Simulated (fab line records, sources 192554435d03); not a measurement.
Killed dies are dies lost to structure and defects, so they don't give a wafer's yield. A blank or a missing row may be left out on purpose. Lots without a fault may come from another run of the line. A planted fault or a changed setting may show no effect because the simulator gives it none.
Which tool did it? | flow n5_finfet | 24 lots, 72 wafers sampled, at 5 steps of a route of 1938

WHAT THE GAUGES READ, wafer by wafer
N5_BEOL_M10_CD_MEAS_18: pitch 140 nm, target cd 70 nm.
lot  | measured     | on        | cd_nm (nm)
L074 | day 11 15:51 | cd_sem-01 | 69.7 70.1 70.4
L076 | day 11 20:30 | cd_sem-01 | 70.2 69.9 70.1
L075 | day 11 20:32 | cd_sem-02 | 69.7 69.8 70.1
L078 | day 12 16:21 | cd_sem-03 | 69.4 70.5 69.6
L077 | day 12 21:28 | cd_sem-02 | 70.0 70.7 69.9
L080 | day 12 22:00 | cd_sem-02 | 69.8 69.9 70.1
L081 | day 12 22:15 | cd_sem-02 | 69.8 69.0 69.7
L079 | day 13 03:37 | cd_sem-02 | 69.8 69.7 69.3
L083 | day 13 17:46 | cd_sem-02 | 69.4 69.4 70.5
L082 | day 14 00:22 | cd_sem-03 | 69.5 69.8 69.7
L084 | day 14 03:47 | cd_sem-02 | 71.0 70.0 70.5
L085 | day 14 11:17 | cd_sem-01 | 70.5 70.7 71.5
L086 | day 14 11:25 | cd_sem-03 | 70.6 70.9 69.8
L089 | day 14 17:17 | cd_sem-03 | 70.2 70.6 69.5
L087 | day 14 20:25 | cd_sem-03 | 70.1 70.2 70.1
L088 | day 15 09:10 | cd_sem-03 | 69.7 68.8 69.4
L090 | day 15 16:14 | cd_sem-01 | 70.6 71.0 70.5
L091 | day 15 16:21 | cd_sem-01 | 68.7 69.6 69.1
L093 | day 15 16:24 | cd_sem-02 | 69.5 69.8 70.1
L092 | day 15 17:14 | cd_sem-01 | 69.7 70.5 70.4
L094 | day 16 07:01 | cd_sem-01 | 70.4 70.1 70.7
L095 | day 17 05:08 | cd_sem-02 | 70.6 70.7 70.3
L096 | day 17 07:58 | cd_sem-01 | 70.8 70.3 70.3
L097 | day 17 23:28 | cd_sem-02 | 69.8 69.8 69.4

N5_BEOL_M11_OVL_MEAS_29.
lot  | measured     | on         | V10_OVL (nm)
L074 | day 12 03:25 | overlay-01 | -1.3 -0.2 0.4
L076 | day 12 14:21 | overlay-01 | -0.6 -0.5 -0.6
L075 | day 12 17:50 | overlay-01 | -0.1 0.3 0.3
L078 | day 13 05:42 | overlay-02 | -0.4 -0.2 0.6
L077 | day 13 10:23 | overlay-01 | -0.2 -0.3 -0.1
L080 | day 13 10:13 | overlay-01 | -0.9 0.4 -0.4
L081 | day 13 10:26 | overlay-02 | -1.0 0.1 -0.8
L079 | day 13 12:23 | overlay-02 | -0.4 -0.6 -1.0
L083 | day 14 03:22 | overlay-02 | 0.7 0.4 -0.1
L082 | day 14 09:28 | overlay-02 | 0.8 -0.6 -0.4
L084 | day 14 12:57 | overlay-02 | -1.0 -0.2 -1.1
L085 | day 14 21:01 | overlay-01 | -0.6 0.9 0.0
L086 | day 14 18:56 | overlay-02 | -0.4 -0.7 -0.1
L089 | day 15 04:01 | overlay-01 | 1.1 0.1 -0.2
L087 | day 15 04:11 | overlay-01 | -0.2 0.3 0.9
L088 | day 15 19:29 | overlay-02 | 1.0 -1.1 0.3
L090 | day 16 04:03 | overlay-01 | -0.2 0.7 0.9
L091 | day 16 06:14 | overlay-01 | 0.5 0.3 0.0
L093 | day 16 07:01 | overlay-01 | 0.3 -0.6 0.8
L092 | day 16 05:13 | overlay-01 | -1.7 -1.5 0.1
L094 | day 16 15:46 | overlay-02 | 0.7 0.6 0.1
L095 | day 17 16:29 | overlay-02 | -0.7 -0.2 -0.4
L096 | day 17 19:16 | overlay-01 | 1.1 0.8 0.2
L097 | day 18 14:54 | overlay-01 | -1.4 -0.1 -0.3

N5_BEOL_M12_CD_MEAS_10: target cd 140 nm.
lot  | measured     | on        | cd_nm (nm)
L074 | day 12 07:58 | cd_sem-03 | 141.1 141.3 139.9
L076 | day 12 20:11 | cd_sem-02 | 141.4 140.9 139.6
L075 | day 12 22:19 | cd_sem-01 | 138.4 139.3 138.5
L078 | day 13 10:18 | cd_sem-01 | 142.0 140.5 141.8
L077 | day 13 13:56 | cd_sem-02 | 139.3 138.6 139.9
L080 | day 13 13:19 | cd_sem-01 | 139.9 140.2 141.0
L081 | day 13 13:47 | cd_sem-01 | 141.0 142.5 141.5
L079 | day 13 16:38 | cd_sem-02 | 137.1 137.5 138.2
L083 | day 14 07:27 | cd_sem-02 | 137.2 138.2 139.1
L082 | day 14 13:11 | cd_sem-02 | 139.7 139.0 139.6
L084 | day 14 16:52 | cd_sem-03 | 139.9 139.3 140.2
L085 | day 15 01:58 | cd_sem-01 | 138.4 138.2 141.1
L086 | day 14 22:36 | cd_sem-02 | 141.4 140.1 138.7
L089 | day 15 07:46 | cd_sem-01 | 139.3 140.2 140.2
L087 | day 15 09:12 | cd_sem-02 | 139.9 140.2 139.7
L088 | day 15 22:58 | cd_sem-02 | 142.4 139.0 139.9
L090 | day 16 09:07 | cd_sem-03 | 138.5 140.6 141.3
L091 | day 16 10:31 | cd_sem-01 | 139.7 141.2 140.5
L093 | day 16 10:41 | cd_sem-02 | 139.8 141.2 140.0
L092 | day 16 09:26 | cd_sem-01 | 138.5 139.0 137.9
L094 | day 16 21:20 | cd_sem-01 | 142.3 140.7 141.2
L095 | day 17 20:37 | cd_sem-02 | 140.0 139.8 139.4
L096 | day 18 00:26 | cd_sem-01 | 139.9 137.8 140.4
L097 | day 18 18:49 | cd_sem-03 | 141.4 140.5 141.2

WHICH TOOL RAN EACH LOT (tool, then ch and the chambers of the sampled wafers, then the start)
lot  | N5_BEOL_M10_STRIP_77                          | N5_BEOL_M11_CMP_52
L074 | rie_diel-03 ch 1,3, day 12 03:25 or earlier   | cmp-01 ch 0,2, day 12 06:55
L076 | rie_diel-01 ch 2,3, day 12 14:21 or earlier   | cmp-04 ch 0,2,3, day 12 19:08
L075 | rie_diel-04 ch 0,2,3, day 12 17:50 or earlier | cmp-02 ch 0,1,3, day 12 21:13
L078 | rie_diel-04 ch 1,2,3, day 13 05:42 or earlier | cmp-01 ch 0,1,3, day 13 09:25
L077 | rie_diel-01 ch 1,2, day 13 10:23 or earlier   | cmp-04 ch 0,1,2, day 13 12:44
L080 | rie_diel-03 ch 0,1,2, day 13 10:13 or earlier | cmp-02 ch 0,1,2, day 13 12:24
L081 | rie_diel-04 ch 0,1,2, day 13 10:26 or earlier | cmp-01 ch 0,3, day 13 12:43
L079 | rie_diel-04 ch 1,2, day 13 12:23 or earlier   | cmp-04 ch 2,3, day 13 15:45
L083 | rie_diel-04 ch 0,2,3, day 14 03:22 or earlier | cmp-02 ch 2,3, day 14 06:24
L082 | rie_diel-03 ch 0,1,3, day 14 09:28 or earlier | cmp-01 ch 2,3, day 14 12:09
L084 | rie_diel-04 ch 0,2,3, day 14 12:57 or earlier | cmp-01 ch 0,1,2, day 14 15:59
L085 | rie_diel-01 ch 1,3, day 14 21:01 or earlier   | cmp-01 ch 0,1,2, day 15 01:00
L086 | rie_diel-04 ch 0,2, day 14 18:56 or earlier   | cmp-01 ch 2,3, day 14 21:43
L089 | rie_diel-04 ch 1,2, day 15 04:01 or earlier   | cmp-01 ch 0,2,3, day 15 06:53
L087 | rie_diel-01 ch 1,2,3, day 15 04:11 or earlier | cmp-04 ch 0,1,2, day 15 08:23
L088 | rie_diel-01 ch 0,1, day 15 19:29 or earlier   | cmp-02 ch 1,2,3, day 15 22:04
L090 | rie_diel-04 ch 0,1,2, day 16 04:03 or earlier | cmp-04 ch 2,3, day 16 08:04
L091 | rie_diel-01 ch 0,1,2, day 16 06:14 or earlier | cmp-02 ch 0,2,3, day 16 09:28
L093 | rie_diel-01 ch 1,2,3, day 16 07:01 or earlier | cmp-04 ch 0,1,2, day 16 09:46
L092 | rie_diel-04 ch 1,2, day 16 05:13 or earlier   | cmp-01 ch 0,1,2, day 16 08:24
L094 | rie_diel-03 ch 1,2, day 16 15:46 or earlier   | cmp-02 ch 1,2,3, day 16 20:29
L095 | rie_diel-01 ch 0,1,2, day 17 16:29 or earlier | cmp-01 ch 1,2, day 17 19:42
L096 | rie_diel-03 ch 1,2,3, day 17 19:16 or earlier | cmp-04 ch 1,3, day 17 23:20
L097 | rie_diel-01 ch 1,2,3, day 18 14:54 or earlier | cmp-01 ch 0,2,3, day 18 17:52
- N5_BEOL_M10_STRIP_77: strips in N2/H2, time 10 s.
- N5_BEOL_M11_CMP_52: polishes, stops on SiCOH lowk, t overpolish 7 s, target thk 140 nm.

WHAT THE TOOLS THEMSELVES READ (means of the sampled wafers that have a number; where no wafer has one, the mark that the record gives instead)
N5_BEOL_M10_STRIP_77.
lot  | tool        | drypump_motor_current_A (A) | oes_product_au (a.u.) | rf_vpp_V (V) | showerhead_plenum_p_Torr (Torr) | temp_c (C) | throttle_valve_pct (%)
L074 | rie_diel-03 | 5.9                         | 0.79                  | 59.9         | 2.66                            | 39.97      | 23.86
L076 | rie_diel-01 | 5.7                         | 0.86                  | 59.5         | 2.62                            | 40.06      | 23.63
L075 | rie_diel-04 | 5.8                         | 0.85                  | 60.1         | 2.57                            | 39.97      | 23.53
L078 | rie_diel-04 | 5.7                         | 0.84                  | 59.5         | 2.64                            | 40.08      | 23.54
L077 | rie_diel-01 | 5.2                         | 0.84                  | 60.0         | 2.68                            | 40.00      | 23.59
L080 | rie_diel-03 | 5.8                         | 0.81                  | 58.8         | 2.52                            | 40.05      | 23.63
L081 | rie_diel-04 | 5.5                         | 0.81                  | 59.6         | 2.57                            | 39.89      | 23.57
L079 | rie_diel-04 | 5.4                         | 0.81                  | 59.1         | 2.64                            | 40.14      | 23.56
L083 | rie_diel-04 | 5.8                         | 0.83                  | 59.6         | 2.56                            | 39.92      | 23.55
L082 | rie_diel-03 | 5.6                         | 0.79                  | 59.5         | 2.58                            | 40.06      | 23.71
L084 | rie_diel-04 | 5.8                         | 0.82                  | 59.3         | 2.56                            | 40.01      | 23.56
L085 | rie_diel-01 | 5.9                         | 0.82                  | 60.0         | 2.54                            | 39.95      | 23.78
L086 | rie_diel-04 | 5.6                         | 0.79                  | 59.1         | 2.48                            | 39.96      | 23.60
L089 | rie_diel-04 | 5.8                         | 0.77                  | 58.8         | 2.58                            | 39.88      | 23.49
L087 | rie_diel-01 | 5.6                         | 0.83                  | 59.3         | 2.61                            | 40.03      | 23.68
L088 | rie_diel-01 | 5.5                         | 0.77                  | 60.2         | 2.58                            | 39.99      | 23.51
L090 | rie_diel-04 | 5.5                         | 0.79                  | 59.6         | 2.55                            | 39.92      | 23.59
L091 | rie_diel-01 | 5.4                         | 0.79                  | 59.7         | 2.63                            | 40.01      | 23.55
L093 | rie_diel-01 | 5.6                         | 0.82                  | 59.4         | 2.60                            | 40.06      | 23.68
L092 | rie_diel-04 | 5.8                         | 0.76                  | 59.8         | 2.58                            | 40.00      | 23.52
L094 | rie_diel-03 | 6.1                         | 0.84                  | 59.9         | 2.68                            | 40.00      | 23.73
L095 | rie_diel-01 | 5.4                         | 0.78                  | 59.1         | 2.62                            | 39.86      | 23.58
L096 | rie_diel-03 | 5.5                         | 0.90                  | 59.9         | 2.65                            | 40.09      | 23.75
L097 | rie_diel-01 | 5.6                         | 0.79                  | 58.5         | 2.59                            | 40.03      | 23.72

N5_BEOL_M11_CMP_52.
lot  | tool   | barrier_field_endpoint_s (s) | motor_current_A (A) | overpolish_run_s (s) | pad_life_wafers | slurry_filter_dp_kPa (kPa) | time_to_endpoint_s (s)
L074 | cmp-01 | 29.9                         | 5.1                 | 7.008                | 1075            | 13.55                      | 70.8
L076 | cmp-04 | 29.6                         | 5.4                 | 7.010                | 1802            | 13.58                      | 68.5
L075 | cmp-02 | 28.5                         | 6.6                 | 6.999                | 200             | 13.45                      | 63.8
L078 | cmp-01 | 29.6                         | 5.8                 | 7.002                | 1316            | 13.42                      | 67.0
L077 | cmp-04 | 29.3                         | 5.7                 | 6.981                | 1946            | 13.55                      | 67.4
L080 | cmp-02 | 28.3                         | 6.1                 | 6.995                | 314             | 13.47                      | 66.4
L081 | cmp-01 | 29.6                         | 5.6                 | 7.000                | 1346            | 13.53                      | 70.2
L079 | cmp-04 | 29.7                         | 5.8                 | 6.996                | 1975            | 13.59                      | 70.1
L083 | cmp-02 | 29.0                         | 6.1                 | 6.997                | 456             | 13.52                      | 68.5
L082 | cmp-01 | 30.0                         | 5.1                 | 7.005                | 1548            | 13.52                      | 68.9
L084 | cmp-01 | 29.2                         | 5.6                 | 7.006                | 1586            | 13.59                      | 69.0
L085 | cmp-01 | 28.6                         | 5.4                 | 6.998                | 1670            | 13.46                      | 65.6
L086 | cmp-01 | 30.0                         | 5.1                 | 7.006                | 1634            | 13.57                      | 70.8
L089 | cmp-01 | 28.6                         | 5.4                 | 6.992                | 1718            | 13.63                      | 66.4
L087 | cmp-04 | 29.4                         | 5.6                 | 6.995                | 237             | 13.46                      | 66.9
L088 | cmp-02 | 28.2                         | 6.3                 | 7.005                | 752             | 13.35                      | 63.1
L090 | cmp-04 | 29.7                         | 5.5                 | 6.998                | 432             | 13.59                      | 72.0
L091 | cmp-02 | 29.0                         | 5.8                 | 7.003                | 841             | 13.43                      | 65.6
L093 | cmp-04 | 28.5                         | 5.6                 | 6.996                | 458             | 13.38                      | 66.2
L092 | cmp-01 | 28.1                         | 5.6                 | 6.997                | 1940            | 13.33                      | 64.8
L094 | cmp-02 | 28.8                         | 6.5                 | 6.996                | 908             | 13.50                      | 64.8
L095 | cmp-01 | 28.9                         | 5.2                 | 7.003                | 104             | 13.44                      | 67.4
L096 | cmp-04 | 30.1                         | 6.2                 | 6.999                | 763             | 13.52                      | 68.0
L097 | cmp-01 | 29.3                         | 5.3                 | 7.008                | 314             | 13.46                      | 69.0

THE ANSWER, worked out from the rows above alone
Rule: what is usual is taken from the lots themselves. Put in order of their means at a reading, lots are off if they are a third of the lots or fewer, leave a main group of 4 or more, and stand apart from it by a gap of 3 or more times the standard deviation of the main group's means; of several such gaps the widest counts. A main group whose means are all the same, to the digits that the tables above print for the reading, isn't used. A lot without any number at a reading at which 4 lots or more have one is off too. The other lots that the step has rows for count as sound. The gauges are gone through in route order, then the tools' own readings, and for those a lot's mean is taken as printed above. The first step at which some lot is off is used, and at that step the reading that is off furthest; a lot without a number counts as furthest.
No lot is off at any reading shown: from this, nothing can be told.

WHAT THE SIMULATOR HAD PUT IN
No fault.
